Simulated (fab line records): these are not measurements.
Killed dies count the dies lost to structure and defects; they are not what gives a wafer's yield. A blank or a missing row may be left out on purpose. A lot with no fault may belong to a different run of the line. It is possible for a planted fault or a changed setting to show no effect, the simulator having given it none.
fab line records	flow n5_finfet
[record] lots = 24	wafers = 72	last_day = 17
route steps=1938 shown BEOL_M0_SAQP@663 BEOL_M0@720
lots that met no fault: taken from a fault-free run of the same line
start_h: hours from the record's opening day to when the first of the lot's shown wafers began	wait_h: hours elapsed since this lot's preceding step	" unchanged from the row above	L1.1+2: a single row standing in for several wafers	- no value, or no start was given	* or withheld: withheld	< > ~ a bound
route shown NAME@n: NAME is a module with steps in the file, n the number in the route of the first one	usual: mean/standard deviation of fault-free wafers	same: alike in all rows	chamber/n: place in a boat	sites: readings site by site	_std_site: the standard deviation of these	_edge_site: outer sites' mean less inner sites'	radius_mm: how far each site lies from the wafer's centre	mask NAME#n: copy n	behind: the last tool/chamber to shape the wafer	hold: what put the lot on hold/how long, in hours/how the hold closed	device: names the non-switching transistor (n, p or np)	end of line: tests run on the same wafers once the route is complete	step lacking rows: just its recipe	killed: dies lost to structure and defects at the first sort, not the wafer's yield	map: the dies of a wafer, with x for killed, . for not killed, _ for no die there
set.NAME: the run value of the setting; set.NAME@STEP: its run value at that earlier step	model.NAME: the simulator's own value behind a step, which no gauge read
a sample of lots followed through the steps of the route, with each step as a table and each wafer as a row
services: when a tool's chamber went out of use (start_h, in hours from the record's first day, below 0 if earlier), for how many hours, and the reason
[[steps]]
[step N5_BEOL_M0_SAQP_SPACER1_ALD_98]
[recipe] material = SiO2	target_thk_a = 128	temp_c = 300	ald_precursor_family = BDEAS	ald_co_reactant = O2-plasma	pulse_time_s = 1	purge_time_s = 2	co_reactant_purge_time_s = 2	ald_cycles = 138	pressure_torr = 2
[usual] heater_power_w = 493/49	precursor_pulse_height_rel = 1.001/0.019
[same] co_reactant_purge_time_s = 2
lot.wafer	tool	chamber	start_h	wait_h	heater_power_w	precursor_pulse_height_rel
L074.2	ald_sin-01	2	112.60	0.3	430	0.994
L074.4	"	0	"	"	620	0.987
L074.5	"	1	"	"	474	1.003
L075.1	ald_sin-04	0	117.15	1.5	567	1.020
L075.2	"	3	"	"	540	0.982
L075.5	"	2	"	"	527	1.003
L076.3	ald_sin-02	2	117.45	0.2	497	1.007
L076.5	"	0	"	"	490	1.002
L076.6	"	3	"	"	449	1.026
L077.2	ald_sin-04	0	128.07	1.3	591	0.991
L077.3	"	2	"	"	530	0.991
L077.4	"	3	"	"	530	0.994
L078.2	ald_sin-02	3	135.17	0.3	462	1.004
L078.3	"	1	"	"	435	1.009
L078.4	"	0	"	"	489	1.017
L079.2	ald_sin-02	1	140.03	0.3	424	0.999
L079.3	"	0	"	"	489	0.986
L079.6	"	3	"	"	459	1.004
L080.3	ald_sin-04	3	146.49	0.1	533	1.006
L080.4	"	1	"	"	453	0.987
L080.6	"	2	"	"	526	1.000
L081.3	ald_sin-04	0	153.08	0.1	582	1.004
L081.4	"	3	"	"	528	1.003
L081.6	"	0	"	"	590	0.988
L082.1	ald_sin-04	0	155.21	1.2	587	0.976
L082.2	"	1	"	"	462	0.999
L082.3	"	3	"	"	517	0.993
L083.2	ald_sin-02	3	159.18	0.3	476	0.998
L083.5	"	2	"	"	489	1.013
L083.6	"	1	"	"	422	0.981
L084.2	ald_sin-02	1	167.46	0.3	435	0.995
L084.3	"	2	"	"	490	1.015
L084.4	"	3	"	"	468	0.988
L085.1	ald_sin-02	3	175.42	0.3	470	1.002
L085.4	"	1	"	"	438	1.012
L085.5	"	1	"	"	433	1.004
L086.1	ald_sin-02	2	188.04	0.8	494	0.965
L086.2	"	0	"	"	491	1.021
L086.6	"	3	"	"	468	1.024
L088.2	ald_sin-01	2	196.22	1.5	441	0.959
L088.5	"	2	"	"	435	1.004
L088.6	"	3	"	"	483	1.031
L087.1	ald_sin-02	0	198.64	0.6	495	1.040
L087.2	"	3	"	"	478	1.017
L087.4	"	1	"	"	429	0.985
L089.1	ald_sin-02	0	206.96	0.9	501	1.019
L089.4	"	1	"	"	424	0.979
L089.6	"	2	"	"	495	1.016
L090.1	ald_sin-02	1	212.13	0.3	447	0.982
L090.3	"	3	"	"	470	0.990
L090.5	"	1	"	"	437	0.991
L091.2	ald_sin-04	0	215.52	0.3	561	0.994
L091.4	"	3	"	"	518	0.984
L091.6	"	0	"	"	553	0.994
L092.2	ald_sin-02	3	223.36	0.3	468	0.982
L092.4	"	1	"	"	442	1.010
L092.6	"	0	"	"	483	1.010
L093.2	ald_sin-04	0	227.60	0.3	588	1.011
L093.3	"	3	"	"	515	0.983
L093.5	"	0	"	"	564	0.983
L094.1	ald_sin-04	2	229.37	0.3	477	0.975
L094.5	"	2	"	"	477	1.022
L094.6	"	1	"	"	456	1.002
L095.1	ald_sin-04	1	234.60	0.9	469	1.011
L095.2	"	3	"	"	522	0.955
L095.5	"	2	"	"	471	0.993
L096.2	ald_sin-01	0	245.62	0.5	609	0.965
L096.4	"	3	"	"	486	0.980
L096.6	"	0	"	"	600	0.997
L097.3	ald_sin-01	2	249.90	0.1	426	1.001
L097.5	"	0	"	"	605	0.998
L097.6	"	3	"	"	476	0.999
[step N5_BEOL_M0_SAQP_INSPECT_42]
[recipe] mode = adi	inspect_instrument = brightfield
[usual] raw_defect_count = 282/78
lot.wafer	tool	chamber	start_h	wait_h	raw_defect_count
L074.2	defect_inspect-02	-	115.86	0.0	331
L074.4	"	-	"	"	321
L074.5	"	-	"	"	277
L075.1	defect_inspect-01	-	120.08	0.1	246
L075.2	"	-	"	"	185
L075.5	"	-	"	"	246
L076.3	defect_inspect-01	-	120.73	0.0	313
L076.5	"	-	"	"	346
L076.6	"	-	"	"	334
L077.2	defect_inspect-01	-	131.12	0.0	217
L077.3	"	-	"	"	224
L077.4	"	-	"	"	283
L078.2	defect_inspect-01	-	138.01	0.0	421
L078.3	"	-	"	"	309
L078.4	"	-	"	"	387
L079.2	defect_inspect-01	-	142.86	0.0	413
L079.3	"	-	"	"	304
L079.6	"	-	"	"	289
L080.3	defect_inspect-01	-	149.45	0.0	301
L080.4	"	-	"	"	241
L080.6	"	-	"	"	288
L081.3	defect_inspect-01	-	157.00	0.0	213
L081.4	"	-	"	"	205
L081.6	"	-	"	"	211
L082.1	defect_inspect-02	-	158.18	0.1	351
L082.2	"	-	"	"	251
L082.3	"	-	"	"	197
L083.2	defect_inspect-01	-	162.10	0.0	213
L083.5	"	-	"	"	241
L083.6	"	-	"	"	219
L084.2	defect_inspect-01	-	170.43	0.0	295
L084.3	"	-	"	"	348
L084.4	"	-	"	"	251
L085.1	defect_inspect-02	-	179.84	0.1	199
L085.4	"	-	"	"	236
L085.5	"	-	"	"	351
L086.1	defect_inspect-01	-	191.91	0.1	260
L086.2	"	-	"	"	358
L086.6	"	-	"	"	217
L088.2	defect_inspect-02	-	199.43	0.0	457
L088.5	"	-	"	"	215
L088.6	"	-	"	"	230
L087.1	defect_inspect-02	-	201.60	0.1	216
L087.2	"	-	"	"	258
L087.4	"	-	"	"	225
L089.1	defect_inspect-01	-	209.78	0.1	195
L089.4	"	-	"	"	199
L089.6	"	-	"	"	170
L090.1	defect_inspect-02	-	215.26	0.1	260
L090.3	"	-	"	"	207
L090.5	"	-	"	"	340
L091.2	defect_inspect-02	-	218.58	0.0	257
L091.4	"	-	"	"	226
L091.6	"	-	"	"	208
L092.2	defect_inspect-01	-	226.18	0.0	292
L092.4	"	-	"	"	360
L092.6	"	-	"	"	390
L093.2	defect_inspect-02	-	230.55	0.0	300
L093.3	"	-	"	"	195
L093.5	"	-	"	"	187
L094.1	defect_inspect-02	-	232.26	0.1	303
L094.5	"	-	"	"	230
L094.6	"	-	"	"	412
L095.1	defect_inspect-02	-	237.62	0.1	273
L095.2	"	-	"	"	355
L095.5	"	-	"	"	301
L096.2	defect_inspect-01	-	248.57	0.0	236
L096.4	"	-	"	"	263
L096.6	"	-	"	"	188
L097.3	defect_inspect-02	-	252.75	0.0	368
L097.5	"	-	"	"	387
L097.6	"	-	"	"	338
[step N5_BEOL_M0_ETCH_128]
[recipe] chemistry = CF4/N2	target_depth_a = 120	overetch_a = 51	target = SiCN	time_s = 21.4	ion_energy_ev = 150	pressure_mtorr = 40	source_w = 430	bias_w = 70	Ar_flow_sccm = 100	cf4_flow_sccm = 60	n2_flow_sccm = 60
[usual] drypump_motor_current_A = 5.5/0.37	oes_product_au = 0.54/0.067	rf_vpp_V = 382.3/1.9	showerhead_plenum_p_Torr = 2.21/0.072	throttle_valve_pct = 15.43/0.26
[same] time_s = 21.4
lot.wafer	tool	chamber	start_h	wait_h	drypump_motor_current_A	oes_product_au	rf_hours_counter_h	rf_vpp_V	showerhead_plenum_p_Torr	throttle_valve_pct
L076.3	rie_diel-04	0	125.29	0.7	6.1	0.47	243	382.6	2.27	15.57
L076.5	"	3	"	"	5.0	0.47	-	383.2	2.26	15.39
L076.6	"	2	"	"	5.7	0.49	-	383.6	2.28	15.79
L074.2	rie_diel-01	1	125.52	0.6	5.2	0.52	132	380.5	2.20	15.46
L074.4	"	2	"	"	5.4	0.58	50	382.7	2.24	15.22
L074.5	"	0	"	"	6.0	0.63	-	381.5	2.16	15.12
L075.1	rie_diel-05	1	129.12	0.0	5.6	0.58	56	382.1	2.15	15.14
L075.2	"	2	"	"	5.7	0.53	128	379.1	2.05	15.77
L075.5	"	3	"	"	5.0	0.48	-	383.9	2.27	15.51
L077.2	rie_diel-01	2	138.12	0.0	5.4	0.60	54	383.4	2.24	15.24
L077.3	"	1	"	"	5.2	0.53	136	381.4	2.20	15.49
L077.4	"	0	"	"	6.0	0.65	23	380.5	2.16	15.14
L078.2	rie_diel-01	0	141.67	0.4	6.0	0.63	24	380.8	2.16	15.14
L078.3	"	1	"	"	5.2	0.51	137	381.1	2.20	15.48
L078.4	"	3	"	"	5.9	0.49	191	383.8	2.28	15.53
L079.2	rie_diel-04	1	146.16	0.0	5.6	0.48	226	379.4	2.10	15.59
L079.3	"	0	"	"	6.0	0.47	250	384.8	2.27	15.60
L079.6	"	2	"	"	5.7	0.49	-	383.0	2.27	15.82
L080.3	rie_diel-05	3	152.80	0.3	5.0	0.48	211	383.4	2.27	15.54
L080.4	"	1	"	"	5.6	0.57	-	378.8	2.15	15.17
L080.6	"	3	"	"	5.0	0.48	-	383.7	2.27	15.54
L081.3	rie_diel-01	3	159.56	0.0	5.9	0.49	198	383.8	2.27	15.55
L081.4	"	1	"	"	5.2	0.53	144	384.7	2.20	15.50
L081.6	"	1	"	"	5.2	0.52	-	382.1	2.20	15.49
L082.1	rie_diel-01	2	162.45	0.0	5.4	0.59	63	382.3	2.23	15.25
L082.2	"	3	"	"	5.9	0.49	199	384.5	2.27	15.58
L082.3	"	1	"	"	5.2	0.52	145	382.8	2.20	15.51
L083.2	rie_diel-04	1	165.18	0.2	5.6	0.46	235	378.5	2.09	15.61
L083.5	"	1	"	"	5.6	0.48	-	378.1	2.09	15.61
L083.6	"	0	"	"	6.0	0.66	-	383.4	2.26	15.10
L084.2	rie_diel-04	2	173.71	0.4	5.7	0.47	234	382.6	2.27	15.84
L084.3	"	1	"	"	5.6	0.47	239	378.9	2.09	15.60
L084.4	"	0	"	"	6.0	0.65	-	382.1	2.26	15.09
L085.1	rie_diel-01	0	185.40	0.1	6.0	0.62	40	380.6	2.16	15.17
L085.4	"	2	"	"	5.4	0.57	71	384.0	2.23	15.26
L085.5	"	3	"	"	5.9	0.49	-	383.3	2.27	15.57
L086.1	rie_diel-04	3	194.25	0.0	5.1	0.66	2	382.9	2.26	14.85
L086.2	"	1	"	"	5.6	0.48	249	378.8	2.09	15.64
L086.6	"	1	"	"	5.6	0.48	-	379.2	2.09	15.62
L088.2	rie_diel-04	3	202.22	0.0	5.0	0.63	6	383.9	2.26	14.85
L088.5	"	3	"	"	5.1	0.63	-	382.3	2.26	14.85
L088.6	"	2	"	"	5.7	0.47	-	383.5	2.26	15.88
L087.1	rie_diel-05	0	204.22	0.1	4.9	0.47	204	378.5	2.11	15.68
L087.2	"	1	"	"	5.6	0.55	81	381.8	2.14	15.19
L087.4	"	3	"	"	5.0	0.47	227	383.8	2.26	15.57
L089.1	rie_diel-01	1	213.00	0.1	5.2	0.50	166	382.6	2.19	15.54
L089.4	"	2	"	"	5.4	0.57	84	384.4	2.23	15.30
L089.6	"	3	"	"	5.9	0.49	-	384.6	2.27	15.57
L090.1	rie_diel-05	0	217.63	0.2	4.8	0.48	208	382.4	2.11	15.67
L090.3	"	3	"	"	5.0	0.47	231	382.4	2.26	15.57
L090.5	"	1	"	"	5.6	0.54	-	381.7	2.14	15.20
L091.2	rie_diel-05	0	220.71	0.0	4.9	0.48	210	379.4	2.11	15.69
L091.4	"	2	"	"	5.7	0.53	158	378.5	2.04	15.83
L091.6	"	2	"	"	5.7	0.53	-	378.5	2.04	15.84
L092.2	rie_diel-04	2	231.99	0.2	5.7	0.67	0	384.2	2.26	15.41
L092.4	"	0	"	"	6.0	0.60	31	382.6	2.25	15.16
L092.6	"	2	"	"	5.6	0.67	-	384.8	2.26	15.42
L094.1	rie_diel-04	2	234.86	0.2	5.7	0.65	1	382.8	2.26	15.41
L094.5	"	3	"	"	5.0	0.61	-	382.4	2.25	14.88
L094.6	"	2	"	"	5.7	0.66	-	382.8	2.26	15.42
L093.2	rie_diel-01	3	234.87	0.2	5.9	0.47	219	383.4	2.27	15.58
L093.3	"	2	"	"	5.4	0.55	92	384.5	2.22	15.33
L093.5	"	1	"	"	5.2	0.51	-	383.1	2.19	15.57
L095.1	rie_diel-01	1	240.51	0.1	5.2	0.50	176	382.4	2.19	15.55
L095.2	"	2	"	"	5.4	0.54	94	384.0	2.22	15.31
L095.5	"	2	"	"	5.4	0.56	-	383.6	2.22	15.32
L096.2	rie_diel-01	0	251.47	0.2	6.0	0.60	65	381.4	2.15	15.23
L096.4	"	3	"	"	5.9	0.48	224	383.0	2.26	15.60
L096.6	"	1	"	"	5.2	0.50	-	383.1	2.19	15.55
L097.3	rie_diel-05	2	255.97	0.0	5.7	0.50	170	377.8	2.04	15.86
L097.5	"	1	"	"	5.6	0.54	-	381.0	2.14	15.23
L097.6	"	3	"	"	5.0	0.47	-	384.2	2.25	15.60
[step N5_BEOL_M0_STRIP_142]
[recipe] chemistry = N2/H2	time_s = 10	power_w = 450	temp_c = 40	pressure_mtorr = 20	rf_frequency_hz = 6e+07	bias_power_w = 7	n2_flow_sccm = 200	h2_flow_sccm = 200
[usual] drypump_motor_current_A = 5.5/0.37	oes_product_au = 0.79/0.096	rf_vpp_V = 59.2/0.86	showerhead_plenum_p_Torr = 2.54/0.085	throttle_valve_pct = 23.57/0.28
[same] time_s = 10
lot.wafer	tool	chamber	start_h	wait_h	drypump_motor_current_A	oes_product_au	rf_hours_counter_h	rf_vpp_V	showerhead_plenum_p_Torr	throttle_valve_pct
L076.3	rie_diel-04	0	125.36	0.0	6.0	0.68	243	59.2	2.60	23.43
L076.5	"	3	"	"	5.1	0.67	-	59.6	2.62	23.83
L076.6	"	2	"	"	5.7	0.71	-	58.8	2.59	23.55
L074.2	rie_diel-01	1	125.59	0.0	5.2	0.79	132	61.1	2.54	23.64
L074.4	"	2	"	"	5.4	0.87	50	59.1	2.57	23.28
L074.5	"	0	"	"	6.0	0.98	-	58.7	2.47	23.36
L075.1	rie_diel-05	1	129.18	0.0	5.6	0.82	56	60.3	2.48	23.49
L075.2	"	2	"	"	5.7	0.80	128	58.0	2.36	24.32
L075.5	"	3	"	"	5.0	0.73	-	61.2	2.61	23.23
L077.2	rie_diel-01	2	138.19	0.0	5.4	0.85	54	59.1	2.56	23.31
L077.3	"	1	"	"	5.2	0.78	136	59.0	2.54	23.64
L077.4	"	0	"	"	6.0	0.95	23	58.8	2.47	23.36
L078.2	rie_diel-01	0	141.73	0.0	6.0	0.95	24	60.1	2.47	23.36
L078.3	"	1	"	"	5.2	0.79	137	59.3	2.54	23.65
L078.4	"	3	"	"	5.9	0.72	191	60.1	2.64	23.75
L079.2	rie_diel-04	1	146.23	0.0	5.6	0.71	226	59.7	2.42	23.83
L079.3	"	0	"	"	6.0	0.67	250	59.3	2.60	23.43
L079.6	"	2	"	"	5.7	0.71	-	58.5	2.58	23.57
L080.3	rie_diel-05	3	152.86	0.0	5.0	0.72	211	60.0	2.61	23.26
L080.4	"	1	"	"	5.6	0.80	-	58.5	2.47	23.50
L080.6	"	3	"	"	5.0	0.71	-	60.5	2.61	23.26
L081.3	rie_diel-01	3	159.63	0.0	5.9	0.71	198	59.7	2.63	23.78
L081.4	"	1	"	"	5.2	0.78	144	60.1	2.54	23.65
L081.6	"	1	"	"	5.2	0.77	-	57.8	2.54	23.66
L082.1	rie_diel-01	2	162.52	0.0	5.4	0.84	63	57.9	2.56	23.30
L082.2	"	3	"	"	5.9	0.71	199	61.1	2.63	23.76
L082.3	"	1	"	"	5.2	0.77	145	59.5	2.54	23.65
L083.2	rie_diel-04	1	165.25	0.0	5.6	0.70	235	59.7	2.41	23.83
L083.5	"	1	"	"	5.6	0.70	-	57.5	2.41	23.83
L083.6	"	0	"	"	6.1	0.97	-	59.3	2.60	23.21
L084.2	rie_diel-04	2	173.78	0.0	5.7	0.70	234	58.3	2.58	23.57
L084.3	"	1	"	"	5.6	0.70	239	59.1	2.41	23.84
L084.4	"	0	"	"	6.0	0.95	-	59.6	2.60	23.21
L085.1	rie_diel-01	0	185.47	0.0	6.0	0.92	40	59.4	2.46	23.40
L085.4	"	2	"	"	5.4	0.83	71	58.5	2.56	23.32
L085.5	"	3	"	"	6.0	0.71	-	58.5	2.63	23.79
L086.1	rie_diel-04	3	194.31	0.0	5.0	0.94	2	58.6	2.62	23.15
L086.2	"	1	"	"	5.6	0.69	249	58.6	2.41	23.83
L086.6	"	1	"	"	5.6	0.69	-	56.1	2.41	23.83
L088.2	rie_diel-04	3	202.32	0.0	5.1	0.92	6	59.2	2.61	23.16
L088.5	"	3	"	"	5.0	0.92	-	60.3	2.62	23.17
L088.6	"	2	"	"	5.7	0.68	-	60.2	2.57	23.60
L087.1	rie_diel-05	0	204.29	0.0	4.9	0.71	204	58.6	2.43	23.85
L087.2	"	1	"	"	5.6	0.79	81	57.8	2.46	23.51
L087.4	"	3	"	"	5.0	0.70	227	60.1	2.60	23.25
L089.1	rie_diel-01	1	213.07	0.0	5.2	0.76	166	59.5	2.53	23.66
L089.4	"	2	"	"	5.4	0.82	84	58.5	2.55	23.34
L089.6	"	3	"	"	6.0	0.70	-	59.5	2.63	23.79
L090.1	rie_diel-05	0	217.70	0.0	4.9	0.71	208	59.7	2.43	23.85
L090.3	"	3	"	"	5.0	0.70	231	59.7	2.60	23.28
L090.5	"	1	"	"	5.6	0.78	-	58.2	2.46	23.50
L091.2	rie_diel-05	0	220.77	0.0	4.9	0.70	210	59.7	2.43	23.88
L091.4	"	2	"	"	5.7	0.76	158	59.1	2.35	24.35
L091.6	"	2	"	"	5.7	0.76	-	58.1	2.35	24.35
L092.2	rie_diel-04	2	232.06	0.0	5.7	0.97	0	58.3	2.57	23.51
L092.4	"	0	"	"	6.1	0.87	31	59.4	2.59	23.25
L092.6	"	2	"	"	5.7	0.97	-	60.1	2.57	23.52
L094.1	rie_diel-04	2	234.92	0.0	5.7	0.96	1	57.8	2.57	23.53
L094.5	"	3	"	"	5.1	0.88	-	58.9	2.61	23.17
L094.6	"	2	"	"	5.7	0.96	-	58.6	2.57	23.52
L093.2	rie_diel-01	3	234.93	0.0	5.9	0.70	219	59.5	2.62	23.80
L093.3	"	2	"	"	5.4	0.81	92	58.8	2.55	23.34
L093.5	"	1	"	"	5.2	0.75	-	59.8	2.52	23.70
L095.1	rie_diel-01	1	240.58	0.0	5.2	0.74	176	58.7	2.52	23.68
L095.2	"	2	"	"	5.4	0.81	94	59.1	2.55	23.34
L095.5	"	2	"	"	5.4	0.81	-	58.7	2.55	23.33
L096.2	rie_diel-01	0	251.54	0.0	6.0	0.88	65	60.7	2.45	23.43
L096.4	"	3	"	"	5.9	0.69	224	60.4	2.62	23.80
L096.6	"	1	"	"	5.2	0.73	-	58.6	2.52	23.69
L097.3	rie_diel-05	2	256.03	0.0	5.7	0.75	170	58.7	2.34	24.37
L097.5	"	1	"	"	5.5	0.76	-	58.0	2.46	23.54
L097.6	"	3	"	"	5.0	0.68	-	60.3	2.59	23.31
[step N5_BEOL_M0_DEGAS_112]
[recipe] ambient = vacuum	temp_c = 250	time_s = 60
[usual] heater_power_w = 326/22
[same] time_s = 60
lot.wafer	tool	chamber	start_h	wait_h	heater_power_w
L076.3	pvd_sputter-03	-	126.99	0.6	306
L076.5	"	-	"	"	297
L076.6	"	-	"	"	316
L074.2	pvd_sputter-03	-	127.07	0.7	325
L074.4	"	-	"	"	311
L074.5	"	-	"	"	283
L075.1	pvd_sputter-01	-	129.86	0.3	334
L075.2	"	-	"	"	330
L075.5	"	-	"	"	339
L077.2	pvd_sputter-03	-	138.97	0.5	314
L077.3	"	-	"	"	290
L077.4	"	-	"	"	323
L078.2	pvd_sputter-01	-	144.36	1.9	322
L078.3	"	-	"	"	338
L078.4	"	-	"	"	316
L079.2	pvd_sputter-01	-	147.20	0.5	327
L079.3	"	-	"	"	339
L079.6	"	-	"	"	315
L080.3	pvd_sputter-02	-	154.12	0.9	307
L080.4	"	-	"	"	382
L080.6	"	-	"	"	309
L081.3	pvd_sputter-02	-	160.13	0.0	346
L081.4	"	-	"	"	310
L081.6	"	-	"	"	299
L082.1	pvd_sputter-02	-	162.97	0.1	340
L082.2	"	-	"	"	372
L082.3	"	-	"	"	301
L083.2	pvd_sputter-02	-	166.12	0.5	307
L083.5	"	-	"	"	310
L083.6	"	-	"	"	378
L084.2	pvd_sputter-01	-	174.30	0.1	329
L084.3	"	-	"	"	354
L084.4	"	-	"	"	320
L085.1	pvd_sputter-02	-	186.50	0.7	305
L085.4	"	-	"	"	344
L085.5	"	-	"	"	311
L086.1	pvd_sputter-02	-	195.12	0.5	309
L086.2	"	-	"	"	348
L086.6	"	-	"	"	307
L088.2	pvd_sputter-03	-	202.85	0.0	293
L088.5	"	-	"	"	315
L088.6	"	-	"	"	306
L087.1	pvd_sputter-01	-	205.06	0.4	347
L087.2	"	-	"	"	327
L087.4	"	-	"	"	323
L089.1	pvd_sputter-02	-	213.63	0.1	372
L089.4	"	-	"	"	304
L089.6	"	-	"	"	299
L090.1	pvd_sputter-01	-	218.25	0.2	341
L090.3	"	-	"	"	323
L090.5	"	-	"	"	326
L091.2	pvd_sputter-02	-	221.22	0.1	340
L091.4	"	-	"	"	369
L091.6	"	-	"	"	344
L092.2	pvd_sputter-01	-	233.08	0.6	327
L092.4	"	-	"	"	320
L092.6	"	-	"	"	353
L094.1	pvd_sputter-03	-	235.52	0.3	309
L094.5	"	-	"	"	289
L094.6	"	-	"	"	307
L093.2	pvd_sputter-01	-	235.60	0.3	355
L093.3	"	-	"	"	332
L093.5	"	-	"	"	338
L095.1	pvd_sputter-03	-	240.98	0.1	292
L095.2	"	-	"	"	324
L095.5	"	-	"	"	314
L096.2	pvd_sputter-01	-	254.35	2.5	315
L096.4	"	-	"	"	341
L096.6	"	-	"	"	346
L097.3	pvd_sputter-01	-	256.77	0.4	334
L097.5	"	-	"	"	327
L097.6	"	-	"	"	348
[step N5_BEOL_M0_PRE_CLEAN_131]
[recipe] gas = NH3/H2	time_s = 15	temp_c = *	rf_power_w = 300
[usual] heater_power_w = 92/19
[same] time_s = 15
lot.wafer	tool	chamber	start_h	wait_h	heater_power_w
L076.3	cvd_co-01	2	129.11	0.1	62
L076.5	"	0	"	"	106
L076.6	"	2	"	"	64
L074.2	cvd_co-02	1	129.59	0.0	57
L074.4	"	0	"	"	98
L074.5	"	2	"	"	81
L075.1	cvd_co-02	2	132.08	0.0	83
L075.2	"	0	"	"	99
L075.5	"	2	"	"	85
L077.2	cvd_co-02	0	142.59	0.0	101
L077.3	"	1	"	"	57
L077.4	"	1	"	"	58
L078.2	cvd_co-01	0	146.12	0.0	105
L078.3	"	1	"	"	105
L078.4	"	0	"	"	109
L079.2	cvd_co-01	2	149.21	0.0	65
L079.3	"	1	"	"	105
L079.6	"	0	"	"	111
L080.3	cvd_co-02	2	156.00	0.0	81
L080.4	"	1	"	"	56
L080.6	"	2	"	"	81
L081.3	cvd_co-02	0	163.31	0.0	97
L081.4	"	0	"	"	99
L081.6	"	1	"	"	58
L082.1	cvd_co-02	0	164.84	0.0	97
L082.2	"	2	"	"	81
L082.3	"	1	"	"	57
L083.2	cvd_co-01	0	168.14	0.0	108
L083.5	"	1	"	"	105
L083.6	"	0	"	"	109
L084.2	cvd_co-01	1	178.01	0.4	109
L084.3	"	0	"	"	107
L084.4	"	1	"	"	107
L085.1	cvd_co-02	0	188.71	0.0	98
L085.4	"	1	"	"	56
L085.5	"	0	"	"	97
L086.1	cvd_co-02	0	200.24	0.0	96
L086.2	"	1	"	"	57
L086.6	"	0	"	"	97
L088.2	cvd_co-02	1	207.93	0.0	56
L088.5	"	0	"	"	100
L088.6	"	2	"	"	84
L087.1	cvd_co-01	0	211.77	0.0	108
L087.2	"	1	"	"	105
L087.4	"	1	"	"	108
L089.1	cvd_co-01	1	216.19	0.0	105
L089.4	"	0	"	"	108
L089.6	"	0	"	"	106
L090.1	cvd_co-01	0	222.03	0.1	106
L090.3	"	0	"	"	108
L090.5	"	0	"	"	107
L091.2	cvd_co-01	0	223.21	0.0	107
L091.4	"	1	"	"	108
L091.6	"	1	"	"	106
L092.2	cvd_co-01	1	235.68	0.0	109
L092.4	"	1	"	"	108
L092.6	"	1	"	"	107
L094.1	cvd_co-01	0	237.65	0.0	109
L094.5	"	1	"	"	108
L094.6	"	0	"	"	106
L093.2	cvd_co-02	2	237.94	0.0	84
L093.3	"	0	"	"	96
L093.5	"	2	"	"	85
L095.1	cvd_co-01	0	243.70	0.0	108
L095.2	"	1	"	"	107
L095.5	"	1	"	"	105
L096.2	cvd_co-02	0	256.45	0.0	95
L096.4	"	2	"	"	82
L096.6	"	1	"	"	57
L097.3	cvd_co-01	1	260.17	0.1	110
L097.5	"	1	"	"	109
L097.6	"	0	"	"	107
[[services]]
tool	chamber	start_h	hours	kind
pvd_sputter-01	-	113.29	2.6	repair
pvd_sputter-01	-	116.88	4.3	repair
cvd_co-01	0	130.80	2.9	repair
rie_diel-04	0	146.67	-	clean
rie_diel-04	0	146.67	-	consumable_replace:focus_ring
rie_diel-04	0	146.67	13.9	scheduled_down
rie_diel-04	0	146.67	13.9	vent_cycle
rie_diel-05	0	148.21	4.6	repair
cvd_co-01	2	149.45	242.0	repair
cvd_co-01	-	153.22	14.6	pm
ald_sin-01	3	156.05	4.9	repair
cvd_co-02	0	170.03	4.6	repair
cvd_co-01	-	176.37	1.5	repair
ald_sin-04	-	176.76	14.0	pm
cvd_co-01	-	187.30	0.4	repair
rie_diel-01	3	195.47	16.5	repair
rie_diel-04	0	199.60	4.3	repair
cvd_co-02	-	201.09	1.2	repair
ald_sin-01	1	201.62	27.1	repair
cvd_co-02	2	210.82	15.3	repair
ald_sin-02	1	226.46	17.7	repair
ald_sin-01	-	236.12	1.2	repair
rie_diel-05	0	245.48	11.8	repair
rie_diel-01	-	259.93	15.6	pm
[[key]]
fault none
